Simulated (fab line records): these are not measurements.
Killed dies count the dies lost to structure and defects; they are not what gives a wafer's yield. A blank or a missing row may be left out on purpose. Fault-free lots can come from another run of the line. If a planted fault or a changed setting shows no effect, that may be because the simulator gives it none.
fab line records	flow n5_finfet
[record] lots = 24	wafers = 72	last_day = 18
route steps=1938 shown BEOL_M7@1277 BEOL_M8@1349
lots with no fault: from the same line, run without faults
start_h: hours from the record's opening day to when the first of the lot's shown wafers began	wait_h: time in hours since the lot's previous step	" the same as in the row above	L1.1+2: a row that stands for several wafers	- value missing, or start not given	* or withheld: withheld	< > ~ a bound
route shown NAME@n: NAME is a module with steps in the file, n the number in the route of the first one	usual: mean/standard deviation of fault-free wafers	same: alike in all rows	chamber/n: place in a boat	sites: each site's reading	_std_site: the standard deviation of these	_edge_site: the outer-site mean with the inner-site mean subtracted	radius_mm: for every site, how far away it sits from the centre of the wafer	mask NAME#n: copy n	behind: the most recent tool/chamber to have shaped the wafer	hold: what put the lot on hold/how long, in hours/how the hold closed	device: transistor that didn't switch, given as n, p or np	end of line: tests run on the same wafers once the route is complete	step lacking rows: just its recipe	killed: the dies lost at the first sort to structure and to defects; this is not the yield of the wafer	map: per-die view of a wafer (x killed, . not killed, _ where there is no die)
set.NAME: the setting as run; set.NAME@STEP: as run at that earlier step	model.NAME: the simulator's own value behind a step, which no gauge read
a sample of lots followed through the steps of the route, with each step as a table and each wafer as a row
services: a tool's chamber out of use, with start hour (start_h, from the record's first day; less than 0 if before it), hours out, and reason
[[steps]]
[step N5_BEOL_M7_OVL_MEAS_12]
[recipe] points_per_wafer = 44
[usual] M7_OVL = 0.3/0.72
lot.wafer	tool	chamber	start_h	wait_h	M7_OVL[nm]
L074.1	overlay-02	0	207.64	0.0	0.5
L074.2	"	0	"	"	0.5
L074.3	"	0	"	"	0.1
L075.1	overlay-02	0	219.25	0.0	1.3
L075.5	"	0	"	"	1.8
L075.6	"	0	"	"	1.9
L077.1	overlay-02	0	224.54	0.0	-0.4
L077.5	"	0	"	"	0.5
L077.6	"	0	"	"	-0.4
L076.1	overlay-02	0	229.42	0.0	0.1
L076.3	"	0	"	"	-0.8
L076.4	"	0	"	"	0.0
L078.3	overlay-02	0	231.44	0.0	-1.3
L078.4	"	0	"	"	-0.3
L078.6	"	0	"	"	0.9
L079.2	overlay-02	0	236.31	0.0	1.0
L079.3	"	0	"	"	0.0
L079.4	"	0	"	"	-0.2
L080.1	overlay-02	0	236.35	0.0	-0.6
L080.3	"	0	"	"	-0.1
L080.5	"	0	"	"	0.5
L081.1	overlay-02	0	250.07	0.0	1.6
L081.4	"	0	"	"	1.1
L081.6	"	0	"	"	-0.9
L083.2	overlay-02	0	260.87	0.0	1.4
L083.5	"	0	"	"	0.6
L083.6	"	0	"	"	0.8
L082.1	overlay-01	0	261.09	0.0	0.5
L082.4	"	0	"	"	1.7
L082.5	"	0	"	"	1.3
L084.1	overlay-01	0	278.45	0.0	-1.7
L084.4	"	0	"	"	0.2
L084.5	"	0	"	"	-1.5
L086.1	overlay-01	0	283.76	0.0	0.4
L086.4	"	0	"	"	0.8
L086.5	"	0	"	"	1.0
L085.1	overlay-01	0	284.02	0.0	0.4
L085.4	"	0	"	"	-0.1
L085.6	"	0	"	"	0.8
L087.3	overlay-02	0	287.40	0.0	0.3
L087.4	"	0	"	"	0.2
L087.6	"	0	"	"	0.7
L089.1	overlay-01	0	291.59	0.0	0.5
L089.2	"	0	"	"	1.7
L089.4	"	0	"	"	1.8
L088.1	overlay-01	0	297.92	0.0	-0.1
L088.2	"	0	"	"	0.3
L088.6	"	0	"	"	0.5
L090.1	overlay-01	0	307.66	0.0	0.8
L090.2	"	0	"	"	0.7
L090.3	"	0	"	"	0.1
L092.1	overlay-02	0	312.50	0.0	-0.9
L092.2	"	0	"	"	0.1
L092.3	"	0	"	"	-1.5
L091.1	overlay-01	0	312.66	0.0	0.6
L091.4	"	0	"	"	0.0
L091.6	"	0	"	"	1.6
L094.1	overlay-01	0	329.61	0.0	1.0
L094.4	"	0	"	"	1.0
L094.6	"	0	"	"	0.8
L095.2	overlay-01	0	335.22	0.0	0.2
L095.3	"	0	"	"	-0.8
L095.6	"	0	"	"	0.4
L093.3	overlay-01	0	336.45	0.1	1.4
L093.4	"	0	"	"	1.2
L093.6	"	0	"	"	1.0
L096.1	overlay-01	0	339.90	0.0	-0.2
L096.2	"	0	"	"	0.7
L096.5	"	0	"	"	-0.2
L097.1	overlay-02	0	343.95	0.0	0.0
L097.4	"	0	"	"	0.2
L097.6	"	0	"	"	-1.5
[step N5_BEOL_M7_PRE_CLEAN_45]
[recipe] gas = H2/He	time_s = 30	temp_c = 250
[usual] heater_power_w = 334/36
lot.wafer	tool	chamber	start_h	wait_h	heater_power_w
L074.1	pvd_sputter-03	-	210.93	0.0	348
L074.2	"	-	"	"	337
L074.3	"	-	"	"	326
L075.1	pvd_sputter-03	-	221.28	0.0	366
L075.5	"	-	"	"	326
L075.6	"	-	"	"	331
L077.1	pvd_sputter-03	-	228.58	0.0	335
L077.5	"	-	"	"	349
L077.6	"	-	"	"	341
L076.1	pvd_sputter-03	-	231.90	0.0	353
L076.3	"	-	"	"	337
L076.4	"	-	"	"	332
L078.3	pvd_sputter-03	-	236.26	0.0	356
L078.4	"	-	"	"	336
L078.6	"	-	"	"	354
L080.1	pvd_sputter-01	-	239.56	0.0	253
L080.3	"	-	"	"	374
L080.5	"	-	"	"	374
L079.2	pvd_sputter-01	-	240.05	0.0	381
L079.3	"	-	"	"	285
L079.4	"	-	"	"	387
L081.1	pvd_sputter-01	-	254.62	0.0	373
L081.4	"	-	"	"	373
L081.6	"	-	"	"	282
L083.2	pvd_sputter-01	-	263.31	0.0	383
L083.5	"	-	"	"	369
L083.6	"	-	"	"	248
L082.1	pvd_sputter-03	-	266.04	0.0	329
L082.4	"	-	"	"	351
L082.5	"	-	"	"	346
L084.1	pvd_sputter-02	-	282.28	0.0	315
L084.4	"	-	"	"	286
L084.5	"	-	"	"	291
L085.1	pvd_sputter-01	-	288.18	0.0	293
L085.4	"	-	"	"	250
L085.6	"	-	"	"	279
L086.1	pvd_sputter-01	-	288.74	0.0	368
L086.4	"	-	"	"	249
L086.5	"	-	"	"	291
L087.3	pvd_sputter-03	-	291.15	0.0	344
L087.4	"	-	"	"	328
L087.6	"	-	"	"	324
L089.1	pvd_sputter-03	-	294.55	0.0	326
L089.2	"	-	"	"	363
L089.4	"	-	"	"	353
L088.1	pvd_sputter-03	-	303.09	0.0	345
L088.2	"	-	"	"	320
L088.6	"	-	"	"	328
L090.1	pvd_sputter-03	-	312.00	0.0	351
L090.2	"	-	"	"	371
L090.3	"	-	"	"	326
L091.1	pvd_sputter-03	-	316.36	0.0	363
L091.4	"	-	"	"	319
L091.6	"	-	"	"	364
L092.1	pvd_sputter-03	-	316.44	0.0	334
L092.2	"	-	"	"	342
L092.3	"	-	"	"	367
L094.1	pvd_sputter-02	-	332.41	0.0	286
L094.4	"	-	"	"	287
L094.6	"	-	"	"	320
L095.2	pvd_sputter-02	-	339.61	0.0	311
L095.3	"	-	"	"	362
L095.6	"	-	"	"	320
L093.3	pvd_sputter-01	-	340.24	0.0	253
L093.4	"	-	"	"	284
L093.6	"	-	"	"	242
L096.1	pvd_sputter-03	-	343.81	0.0	331
L096.2	"	-	"	"	352
L096.5	"	-	"	"	360
L097.1	pvd_sputter-03	-	347.91	0.0	330
L097.4	"	-	"	"	331
L097.6	"	-	"	"	346
[step N5_BEOL_M7_SPUTTER_48]
[recipe] material = Cu	target_thk_a = 100	temp_c = -20	bias_v = 60	power_w = 26000	chamber_pressure_pa = 0.13	time_s = 1.667
[usual] throttle_valve_pct = 30.1/1
lot.wafer	tool	chamber	start_h	wait_h	throttle_valve_pct
L074.1	pvd_sputter-03	-	211.67	0.1	30.4
L074.2	"	-	"	"	30.2
L074.3	"	-	"	"	28.5
L075.1	pvd_sputter-01	-	223.65	1.5	31.8
L075.5	"	-	"	"	29.3
L075.6	"	-	"	"	32.0
L077.1	pvd_sputter-03	-	229.20	0.1	31.4
L077.5	"	-	"	"	30.4
L077.6	"	-	"	"	30.0
L076.1	pvd_sputter-01	-	235.50	1.5	29.8
L076.3	"	-	"	"	29.6
L076.4	"	-	"	"	29.5
L078.3	pvd_sputter-03	-	238.50	1.4	28.6
L078.4	"	-	"	"	30.2
L078.6	"	-	"	"	28.3
L080.1	pvd_sputter-02	-	240.37	0.1	30.7
L080.3	"	-	"	"	28.4
L080.5	"	-	"	"	30.5
L079.2	pvd_sputter-03	-	242.49	1.7	28.6
L079.3	"	-	"	"	31.3
L079.4	"	-	"	"	30.5
L081.1	pvd_sputter-02	-	256.40	0.1	30.9
L081.4	"	-	"	"	29.8
L081.6	"	-	"	"	29.6
L083.2	pvd_sputter-01	-	265.31	1.0	29.9
L083.5	"	-	"	"	29.4
L083.6	"	-	"	"	31.9
L082.1	pvd_sputter-01	-	266.95	0.2	31.9
L082.4	"	-	"	"	29.6
L082.5	"	-	"	"	30.1
L084.1	pvd_sputter-02	-	283.16	0.2	28.3
L084.4	"	-	"	"	29.6
L084.5	"	-	"	"	29.4
L085.1	pvd_sputter-01	-	288.88	0.1	29.6
L085.4	"	-	"	"	29.5
L085.6	"	-	"	"	29.4
L086.1	pvd_sputter-02	-	289.70	0.2	31.3
L086.4	"	-	"	"	28.3
L086.5	"	-	"	"	31.1
L087.3	pvd_sputter-03	-	291.91	0.2	30.2
L087.4	"	-	"	"	31.3
L087.6	"	-	"	"	31.4
L089.1	pvd_sputter-03	-	295.06	0.1	31.4
L089.2	"	-	"	"	28.0
L089.4	"	-	"	"	30.6
L088.1	pvd_sputter-02	-	303.72	0.1	29.6
L088.2	"	-	"	"	28.3
L088.6	"	-	"	"	30.4
L090.1	pvd_sputter-03	-	312.72	0.1	31.3
L090.2	"	-	"	"	28.3
L090.3	"	-	"	"	30.1
L091.1	pvd_sputter-03	-	317.03	0.1	30.1
L091.4	"	-	"	"	30.4
L091.6	"	-	"	"	30.4
L092.1	pvd_sputter-03	-	317.22	0.1	31.2
L092.2	"	-	"	"	30.5
L092.3	"	-	"	"	30.0
L094.1	pvd_sputter-01	-	333.20	0.1	29.9
L094.4	"	-	"	"	32.1
L094.6	"	-	"	"	32.3
L095.2	pvd_sputter-01	-	340.36	0.1	29.4
L095.3	"	-	"	"	29.7
L095.6	"	-	"	"	29.5
L093.3	pvd_sputter-02	-	340.83	0.1	30.9
L093.4	"	-	"	"	30.4
L093.6	"	-	"	"	30.5
L096.1	pvd_sputter-03	-	344.47	0.1	30.2
L096.2	"	-	"	"	30.3
L096.5	"	-	"	"	31.1
L097.1	pvd_sputter-01	-	348.61	0.1	29.8
L097.4	"	-	"	"	29.4
L097.6	"	-	"	"	30.1
[step N5_BEOL_M7_DEP_56]
[recipe] material = SiCN	target_thk_a = 100	temp_c = withheld	precursor = 3MS/NH3	pressure_torr = 3	rf_w = 202	time_s = 17.5
[usual] showerhead_plenum_p_Torr = 3.663/0.011	throttle_valve_pct = 9.2/0.68
lot.wafer	tool	chamber	start_h	wait_h	showerhead_plenum_p_Torr	throttle_valve_pct
L074.1	pecvd-04	0	212.54	0.0	3.671	10.1
L074.2	"	2	"	"	3.655	8.8
L074.3	"	1	"	"	3.668	8.7
L075.1	pecvd-04	0	224.83	0.0	3.656	10.3
L075.5	"	0	"	"	3.672	10.3
L075.6	"	2	"	"	3.647	8.6
L077.1	pecvd-04	1	230.54	0.0	3.673	8.5
L077.5	"	2	"	"	3.648	8.7
L077.6	"	1	"	"	3.671	8.7
L076.1	pecvd-04	0	236.46	0.0	3.667	10.0
L076.3	"	1	"	"	3.679	8.7
L076.4	"	0	"	"	3.668	10.4
L078.3	pecvd-04	1	239.37	0.0	3.668	8.9
L078.4	"	2	"	"	3.653	8.6
L078.6	"	0	"	"	3.666	10.1
L080.1	pecvd-03	1	241.62	0.0	3.670	9.8
L080.3	"	0	"	"	3.676	9.0
L080.5	"	2	"	"	3.667	8.1
L079.2	pecvd-04	0	243.68	0.0	3.662	10.3
L079.3	"	1	"	"	3.676	8.9
L079.4	"	1	"	"	3.676	8.6
L081.1	pecvd-04	2	257.45	0.0	3.650	8.7
L081.4	"	2	"	"	3.657	8.7
L081.6	"	0	"	"	3.665	10.2
L083.2	pecvd-03	1	266.17	0.0	3.675	9.7
L083.5	"	2	"	"	3.657	8.3
L083.6	"	1	"	"	3.686	9.7
L082.1	pecvd-04	0	267.81	0.0	3.664	10.2
L082.4	"	1	"	"	3.673	8.6
L082.5	"	2	"	"	3.652	8.8
L084.1	pecvd-03	1	284.03	0.0	3.676	10.0
L084.4	"	2	"	"	3.671	7.8
L084.5	"	1	"	"	3.683	9.6
L085.1	pecvd-02	0	289.75	0.0	3.634	10.2
L085.4	"	1	"	"	3.652	9.6
L085.6	"	2	"	"	3.661	9.4
L086.1	pecvd-02	2	290.57	0.0	3.666	9.1
L086.4	"	1	"	"	3.648	9.6
L086.5	"	0	"	"	3.647	10.4
L087.3	pecvd-03	1	292.80	0.0	3.669	9.6
L087.4	"	1	"	"	3.678	9.7
L087.6	"	0	"	"	3.680	8.9
L089.1	pecvd-02	1	295.93	0.0	3.647	9.4
L089.2	"	0	"	"	3.656	10.3
L089.4	"	1	"	"	3.647	9.7
L088.1	pecvd-03	1	305.38	0.0	3.673	9.6
L088.2	"	0	"	"	3.673	9.1
L088.6	"	2	"	"	3.670	8.6
L090.1	pecvd-04	0	313.63	0.0	3.677	10.0
L090.2	"	1	"	"	3.667	8.5
L090.3	"	2	"	"	3.655	8.7
L091.1	pecvd-02	0	318.33	0.0	3.651	10.2
L091.4	"	1	"	"	3.643	9.4
L091.6	"	0	"	"	3.642	10.5
L092.1	pecvd-03	0	318.78	0.0	3.663	8.9
L092.2	"	1	"	"	3.669	10.1
L092.3	"	2	"	"	3.659	8.4
L094.1	pecvd-04	0	334.40	0.0	3.668	10.3
L094.4	"	1	"	"	3.669	8.4
L094.6	"	2	"	"	3.661	8.8
L095.2	pecvd-02	0	341.49	0.0	3.654	10.2
L095.3	"	1	"	"	3.636	9.3
L095.6	"	1	"	"	3.649	9.6
L093.3	pecvd-03	0	341.87	0.0	3.675	8.9
L093.4	"	2	"	"	3.660	8.2
L093.6	"	0	"	"	3.669	8.8
L096.1	pecvd-04	0	345.35	0.0	3.664	10.5
L096.2	"	2	"	"	3.655	8.9
L096.5	"	2	"	"	3.661	8.8
L097.1	pecvd-04	2	349.56	0.0	3.658	8.7
L097.4	"	2	"	"	3.644	8.8
L097.6	"	0	"	"	3.660	10.4
[step N5_BEOL_M8_ETCH_61]
[recipe] chemistry = CF4	target = SiARC	target_depth_a = 455	mask_material = CAR-ArF	time_s = 75.8	ion_energy_ev = 80	pressure_mtorr = 40	source_w = 545	bias_w = 36	Ar_flow_sccm = 100	cf4_flow_sccm = 100	ends = cleared
[usual] bias_w = 36.00/0.1	cf4_flow_sccm = 100.0/0.3	drypump_motor_current_A = 5.7/0.38	etch_rf_on_time_s = 75.9/1.3	oes_product_au = 0.67/0.056	rf_vpp_V = 184.1/1.3	showerhead_plenum_p_Torr = 2.14/0.078	throttle_valve_pct = 15.67/0.29
lot.wafer	tool	chamber	start_h	wait_h	bias_w	cf4_flow_sccm	drypump_motor_current_A	etch_rf_on_time_s	oes_product_au	rf_hours_counter_h	rf_vpp_V	showerhead_plenum_p_Torr	throttle_valve_pct
L074.1	rie_diel-03	0	215.27	0.0	36.02	100.4	5.1	73.9	0.80	12	184.3	2.10	15.44
L074.2	"	1	"	"	35.92	100.5	6.3	74.5	0.78	20	184.8	2.10	15.20
L074.3	"	3	"	"	35.96	100.3	5.9	74.4	0.65	176	183.8	2.06	15.86
L075.1	rie_diel-04	2	226.54	0.0	36.03	100.2	5.6	76.9	0.63	195	184.6	2.21	16.06
L075.5	"	2	"	"	36.03	100.4	5.6	77.0	0.63	-	184.6	2.21	16.09
L075.6	"	1	"	"	35.88	99.7	6.2	77.5	0.71	-	185.6	2.27	15.55
L077.1	rie_diel-01	2	232.27	0.0	35.94	99.7	6.2	77.9	0.58	225	183.6	2.12	15.59
L077.5	"	0	"	"	36.13	100.1	6.0	75.4	0.69	-	184.8	2.06	15.30
L077.6	"	3	"	"	35.71	100.1	5.7	73.5	0.66	-	181.0	2.07	15.83
L076.1	rie_diel-04	1	239.85	0.0	35.94	100.7	6.2	76.6	0.70	57	184.7	2.27	15.54
L076.3	"	3	"	"	36.06	100.3	5.7	76.7	0.69	62	183.6	2.26	15.70
L076.4	"	0	"	"	35.91	100.1	5.5	74.6	0.70	95	183.7	2.08	15.33
L078.3	rie_diel-01	0	240.68	0.0	36.12	100.3	6.1	76.5	0.68	118	184.1	2.06	15.30
L078.4	"	1	"	"	35.95	100.2	5.9	76.2	0.57	249	183.9	2.10	15.75
L078.6	"	1	"	"	35.88	100.0	6.0	76.2	0.56	-	182.7	2.11	15.77
L080.1	rie_diel-03	1	244.01	0.0	36.00	100.1	6.4	75.3	0.76	33	182.9	2.10	15.23
L080.3	"	0	"	"	36.08	99.8	5.1	75.6	0.76	24	184.3	2.10	15.46
L080.5	"	3	"	"	35.77	99.6	5.9	75.8	0.63	-	181.8	2.05	15.87
L079.2	rie_diel-03	0	247.74	0.0	36.09	99.5	5.1	73.7	0.76	25	183.0	2.10	15.48
L079.3	"	3	"	"	35.94	99.8	6.0	74.5	0.63	190	183.4	2.05	15.87
L079.4	"	2	"	"	35.97	99.7	5.5	75.1	0.65	168	185.4	2.22	15.98
L081.1	rie_diel-03	1	260.28	0.0	36.07	100.1	6.4	75.4	0.75	41	183.7	2.09	15.24
L081.4	"	3	"	"	36.10	100.1	5.9	75.4	0.63	195	182.5	2.05	15.90
L081.6	"	3	"	"	35.91	99.6	5.9	76.3	0.63	-	183.2	2.05	15.90
L083.2	rie_diel-01	1	268.30	0.0	36.04	99.6	6.0	74.9	0.83	3	184.4	2.10	15.25
L083.5	"	2	"	"	35.98	100.0	6.2	80.0	0.57	-	184.3	2.11	15.63
L083.6	"	1	"	"	36.06	99.9	5.9	75.6	0.82	-	183.8	2.10	15.27
L082.1	rie_diel-03	3	271.50	0.0	36.11	99.9	6.0	76.4	0.62	200	182.8	2.05	15.88
L082.4	"	1	"	"	35.98	100.2	6.3	74.8	0.75	45	183.7	2.09	15.26
L082.5	"	2	"	"	35.91	100.3	5.5	76.4	0.63	-	184.8	2.21	15.99
L084.1	rie_diel-03	1	287.44	0.0	36.07	100.3	6.3	74.8	0.73	50	182.6	2.09	15.26
L084.4	"	0	"	"	35.84	100.2	5.1	75.1	0.74	41	184.6	2.09	15.48
L084.5	"	0	"	"	35.89	100.4	5.1	74.3	0.75	-	182.8	2.09	15.50
L085.1	rie_diel-03	3	294.09	0.0	36.13	99.9	6.0	74.9	0.62	208	182.3	2.05	15.92
L085.4	"	1	"	"	35.90	100.3	6.3	74.2	0.74	53	182.2	2.09	15.28
L085.6	"	3	"	"	35.80	99.8	5.9	75.6	0.62	-	184.1	2.05	15.92
L086.1	rie_diel-03	1	294.55	0.0	36.01	99.7	6.4	75.7	0.73	53	183.2	2.09	15.27
L086.4	"	2	"	"	36.20	99.8	5.5	76.4	0.62	185	186.2	2.21	16.00
L086.5	"	2	"	"	36.12	99.8	5.4	76.1	0.63	-	182.8	2.21	16.00
L087.3	rie_diel-04	3	295.37	0.0	36.06	100.2	5.7	78.4	0.67	76	185.8	2.26	15.71
L087.4	"	2	"	"	35.92	99.7	5.6	77.7	0.61	216	184.5	2.20	16.11
L087.6	"	3	"	"	36.00	99.6	5.6	78.1	0.68	-	185.9	2.26	15.72
L089.1	rie_diel-04	1	298.23	0.0	35.99	99.8	6.2	76.6	0.69	73	186.6	2.26	15.58
L089.2	"	3	"	"	36.12	100.0	5.7	76.7	0.68	77	185.0	2.26	15.70
L089.4	"	0	"	"	36.04	99.7	5.5	74.6	0.69	110	182.2	2.08	15.35
L088.1	rie_diel-03	1	307.67	0.0	35.93	100.1	6.3	75.2	0.73	58	184.0	2.09	15.28
L088.2	"	3	"	"	35.90	99.5	5.9	76.6	0.62	213	181.9	2.05	15.92
L088.6	"	3	"	"	36.02	99.9	5.9	76.1	0.62	-	181.9	2.05	15.93
L090.1	rie_diel-03	3	317.06	0.0	35.84	99.4	5.9	75.7	0.62	215	181.5	2.05	15.92
L090.2	"	2	"	"	36.06	100.2	5.5	75.4	0.63	193	184.6	2.21	16.02
L090.3	"	1	"	"	35.98	99.8	6.4	75.7	0.72	61	183.2	2.09	15.31
L091.1	rie_diel-04	2	322.72	0.0	36.03	99.8	5.6	77.3	0.61	225	184.4	2.20	16.13
L091.4	"	3	"	"	35.99	100.1	5.7	77.6	0.66	84	186.5	2.26	15.74
L091.6	"	0	"	"	36.00	99.6	5.5	74.1	0.68	-	183.2	2.07	15.38
L092.1	rie_diel-03	2	322.89	0.0	35.89	99.8	5.5	76.0	0.62	195	186.0	2.21	16.02
L092.2	"	0	"	"	35.92	99.6	5.1	75.3	0.72	53	183.2	2.09	15.52
L092.3	"	3	"	"	36.20	100.3	5.9	75.4	0.62	217	182.9	2.04	15.93
L094.1	rie_diel-04	3	336.72	0.0	36.11	99.8	5.6	77.2	0.67	90	185.4	2.25	15.75
L094.4	"	0	"	"	36.02	100.4	5.5	74.3	0.69	122	183.2	2.07	15.37
L094.6	"	2	"	"	35.98	100.1	5.6	76.9	0.61	-	185.3	2.20	16.13
L095.2	rie_diel-03	3	344.16	0.0	35.99	99.9	5.9	76.0	0.61	226	184.2	2.04	15.96
L095.3	"	1	"	"	36.10	100.1	6.4	74.9	0.71	72	183.1	2.08	15.31
L095.6	"	3	"	"	36.10	99.6	5.9	75.7	0.61	-	184.0	2.04	15.95
L093.3	rie_diel-04	2	344.36	0.0	35.82	100.2	5.6	77.8	0.59	234	184.9	2.20	16.14
L093.4	"	1	"	"	35.77	99.7	6.2	76.1	0.68	89	187.0	2.25	15.60
L093.6	"	0	"	"	36.16	99.9	5.5	74.3	0.68	-	184.2	2.07	15.37
L096.1	rie_diel-04	0	348.10	0.0	35.95	99.9	5.5	75.2	0.67	126	184.6	2.07	15.38
L096.2	"	2	"	"	35.83	100.3	5.6	78.1	0.60	236	185.0	2.20	16.14
L096.5	"	3	"	"	36.07	99.6	5.7	78.0	0.66	-	185.5	2.25	15.75
L097.1	rie_diel-04	0	352.31	0.0	35.95	100.6	5.5	74.4	0.69	128	182.6	2.07	15.39
L097.4	"	3	"	"	36.26	99.5	5.7	76.6	0.66	-	186.4	2.25	15.77
L097.6	"	0	"	"	35.94	100.3	5.5	73.3	0.68	-	182.4	2.07	15.39
[step N5_BEOL_M8_STRIP_19]
[recipe] chemistry = O2	power_w = 400	temp_c = 40	pressure_mtorr = 30	rf_frequency_hz = 6e+07	bias_power_w = 0	overash_fraction = 0.2	o2_flow_sccm = 225
[usual] drypump_motor_current_A = 5.8/0.35	oes_product_au = 0.77/0.067	rf_vpp_V = 3.6/0.56	showerhead_plenum_p_Torr = 2.08/0.073	throttle_valve_pct = 16.72/0.29
lot.wafer	tool	chamber	start_h	wait_h	drypump_motor_current_A	oes_product_au	rf_hours_counter_h	rf_vpp_V	showerhead_plenum_p_Torr	throttle_valve_pct
L074.1	rie_diel-04	3	215.63	0.1	5.7	0.83	53	4.2	2.22	16.71
L074.2	"	0	"	"	5.5	0.84	86	3.9	2.04	16.37
L074.3	"	2	"	"	5.6	0.74	192	4.1	2.16	17.05
L075.1	rie_diel-01	2	226.90	0.1	6.2	0.70	223	5.0	2.08	16.67
L075.5	"	2	"	"	6.2	0.69	-	3.7	2.08	16.66
L075.6	"	1	"	"	5.9	0.67	-	3.8	2.07	16.83
L077.1	rie_diel-01	3	232.68	0.1	5.8	0.76	138	3.2	2.02	16.88
L077.5	"	2	"	"	6.2	0.69	-	3.9	2.08	16.68
L077.6	"	1	"	"	6.0	0.67	-	4.3	2.07	16.85
L076.1	rie_diel-03	3	240.29	0.1	5.9	0.72	187	3.6	2.00	16.89
L076.3	"	1	"	"	6.3	0.89	31	4.9	2.05	16.27
L076.4	"	2	"	"	5.5	0.75	164	4.2	2.19	17.09
L078.3	rie_diel-01	3	241.25	0.1	5.7	0.75	141	3.6	2.02	16.88
L078.4	"	0	"	"	6.1	0.80	119	3.2	2.03	16.42
L078.6	"	0	"	"	6.0	0.80	-	3.9	2.03	16.43
L080.1	rie_diel-01	0	244.42	0.1	6.0	0.79	120	3.4	2.03	16.42
L080.3	"	3	"	"	5.7	0.75	142	4.1	2.01	16.87
L080.5	"	3	"	"	5.8	0.75	-	2.5	2.01	16.87
L079.2	rie_diel-01	0	248.19	0.2	6.1	0.79	123	3.5	2.03	16.43
L079.3	"	2	"	"	6.2	0.70	231	3.3	2.08	16.68
L079.4	"	3	"	"	5.7	0.75	-	3.3	2.01	16.89
L081.1	rie_diel-03	1	260.87	0.3	6.4	0.88	41	3.6	2.04	16.30
L081.4	"	2	"	"	5.5	0.74	173	3.2	2.19	17.12
L081.6	"	3	"	"	5.9	0.73	-	3.1	2.00	16.90
L083.2	rie_diel-04	3	268.65	0.1	5.7	0.81	67	3.4	2.21	16.76
L083.5	"	1	"	"	6.2	0.83	-	3.1	2.21	16.56
L083.6	"	2	"	"	5.6	0.73	-	3.2	2.15	17.08
L082.1	rie_diel-04	2	271.86	0.1	5.6	0.72	208	4.0	2.15	17.07
L082.4	"	3	"	"	5.7	0.80	69	4.9	2.21	16.73
L082.5	"	1	"	"	6.2	0.83	-	4.1	2.21	16.57
L084.1	rie_diel-01	3	287.88	0.2	5.8	0.74	163	4.4	2.01	16.93
L084.4	"	0	"	"	6.0	0.77	140	3.7	2.02	16.48
L084.5	"	2	"	"	6.2	0.68	-	2.8	2.07	16.75
L085.1	rie_diel-03	3	294.44	0.1	5.9	0.73	208	3.2	1.99	16.95
L085.4	"	0	"	"	5.0	0.86	44	2.5	2.04	16.50
L085.6	"	0	"	"	5.1	0.86	-	4.0	2.04	16.52
L086.1	rie_diel-03	3	294.91	0.1	5.9	0.73	208	3.5	1.99	16.93
L086.4	"	2	"	"	5.5	0.73	185	3.0	2.18	17.13
L086.5	"	2	"	"	5.5	0.73	-	3.4	2.18	17.13
L087.3	rie_diel-01	3	295.72	0.1	5.7	0.74	166	3.9	2.01	16.93
L087.4	"	0	"	"	6.1	0.78	-	3.8	2.02	16.46
L087.6	"	1	"	"	5.9	0.92	-	4.3	2.06	16.40
L089.1	rie_diel-01	0	298.59	0.1	6.0	0.77	145	2.7	2.02	16.47
L089.2	"	3	"	"	5.8	0.74	168	3.4	2.01	16.93
L089.4	"	1	"	"	5.9	0.92	-	3.4	2.06	16.39
L088.1	rie_diel-03	2	308.02	0.1	5.5	0.71	190	3.2	2.18	17.15
L088.2	"	0	"	"	5.1	0.84	49	3.4	2.03	16.52
L088.6	"	3	"	"	5.9	0.72	-	3.2	1.99	16.93
L090.1	rie_diel-03	0	317.51	0.2	5.1	0.85	52	3.9	2.03	16.53
L090.2	"	3	"	"	5.9	0.72	216	2.8	1.99	16.93
L090.3	"	1	"	"	6.4	0.85	61	3.2	2.04	16.32
L091.1	rie_diel-03	1	323.11	0.1	6.3	0.85	63	3.4	2.04	16.33
L091.4	"	3	"	"	5.9	0.72	217	3.7	1.99	16.93
L091.6	"	1	"	"	6.3	0.85	-	4.0	2.03	16.32
L092.1	rie_diel-04	0	323.33	0.2	5.5	0.80	117	4.9	2.03	16.43
L092.2	"	3	"	"	5.7	0.78	85	4.2	2.21	16.76
L092.3	"	2	"	"	5.6	0.72	225	4.8	2.14	17.10
L094.1	rie_diel-03	1	337.17	0.2	6.4	0.84	68	3.3	2.03	16.34
L094.4	"	1	"	"	6.4	0.84	-	3.1	2.03	16.34
L094.6	"	3	"	"	5.9	0.71	-	3.6	1.99	16.94
L095.2	rie_diel-03	1	344.55	0.1	6.4	0.84	72	3.3	2.03	16.33
L095.3	"	3	"	"	5.9	0.72	226	3.4	1.98	16.97
L095.6	"	3	"	"	5.9	0.71	-	3.4	1.99	16.97
L093.3	rie_diel-04	2	344.77	0.1	5.6	0.71	235	2.8	2.14	17.13
L093.4	"	2	"	"	5.6	0.71	-	4.4	2.14	17.14
L093.6	"	3	"	"	5.7	0.77	-	3.6	2.20	16.79
L096.1	rie_diel-04	2	348.50	0.1	5.6	0.70	237	4.1	2.14	17.13
L096.2	"	3	"	"	5.6	0.77	94	3.6	2.20	16.79
L096.5	"	2	"	"	5.6	0.70	-	4.4	2.14	17.14
L097.1	rie_diel-03	1	352.67	0.1	6.3	0.84	76	3.0	2.03	16.33
L097.4	"	2	"	"	5.5	0.71	-	3.0	2.17	17.17
L097.6	"	1	"	"	6.3	0.83	-	3.7	2.03	16.36
[[services]]
tool	chamber	start_h	hours	kind
pecvd-02	0	197.30	2.1	scheduled_down
pecvd-03	2	202.38	-	clean
pecvd-03	2	202.38	-	consumable_replace:showerhead
pecvd-03	2	202.38	29.0	scheduled_down
pecvd-03	2	202.38	29.0	vent_cycle
rie_diel-01	1	203.47	7.2	repair
rie_diel-04	1	209.09	6.8	repair
rie_diel-03	2	212.85	15.3	repair
pecvd-04	0	228.16	5.5	scheduled_down
rie_diel-04	-	240.08	14.6	pm
rie_diel-01	1	244.09	-	clean
rie_diel-01	1	244.09	-	consumable_replace:focus_ring
rie_diel-01	1	244.09	13.9	scheduled_down
rie_diel-01	1	244.09	13.9	vent_cycle
pecvd-03	-	259.47	5.5	pm
pvd_sputter-03	-	271.86	1.3	repair
rie_diel-01	2	290.57	-	clean
rie_diel-01	2	290.57	-	consumable_replace:focus_ring
rie_diel-01	2	290.57	21.6	scheduled_down
rie_diel-01	2	290.57	21.6	vent_cycle
pecvd-04	-	300.67	1.8	repair
pecvd-03	0	333.37	5.5	scheduled_down
rie_diel-04	1	344.77	30.9	repair
pecvd-03	0	347.29	2.1	scheduled_down
[[key]]
fault none
